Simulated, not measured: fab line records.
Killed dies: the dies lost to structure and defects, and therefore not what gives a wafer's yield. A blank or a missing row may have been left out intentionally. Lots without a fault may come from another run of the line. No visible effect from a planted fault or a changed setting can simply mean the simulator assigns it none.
Matching of chambers | flow n5Finfet | N5_MOL_CONTACT_COAG_STRIP_96 on rieDiel-04: 4 sister chambers
The step strips in N2/H2. 4 wafers are shown with their chamber, then 8 later ones without.

== EACH WAFER AND ITS CHAMBER ==
wafer  | chamber | throttleValvePct (%)
L078.6 | 0       | 19.16
L084.3 | 1       | 18.76
L084.6 | 3       | 18.78
L090.1 | 2       | 18.55

== WAFERS WITHOUT THEIR CHAMBER ==
wafer  | throttleValvePct (%)
L090.3 | 18.76
L090.5 | 18.81
L091.2 | 19.21
L091.3 | 18.77
L091.4 | 18.55
L095.1 | 18.82
L095.3 | 19.21
L095.4 | 19.23

== THE CHAMBER EACH PASSED THROUGH ==
wafer  | from the rows above     | in truth
L090.3 | can't be placed: 1 or 3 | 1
L090.5 | can't be placed: 3 or 1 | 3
L091.2 | 0                       | 0
L091.3 | can't be placed: 1 or 3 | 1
L091.4 | 2                       | 2
L095.1 | can't be placed: 3 or 1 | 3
L095.3 | 0                       | 0
L095.4 | 0                       | 0
Correct placement for 4 of the 8. From these rows, 4 cannot be placed; in 4 the true chamber is one of the candidates. 0 placed wrongly.
How it was worked out, from the rows above alone: a wafer's distance from a chamber is the root of the sum, over the readings, of the square of ((its reading less the chamber's mean) divided by the reading's scatter). The wafer belongs to the nearest chamber; if the next one is less than 2 further off, it can't be placed. The mean given for a chamber averages the wafers shown for that chamber. The scatter: with one shown wafer a chamber, the root of the mean of the squares of how far each hidden wafer lies from its nearest shown one.
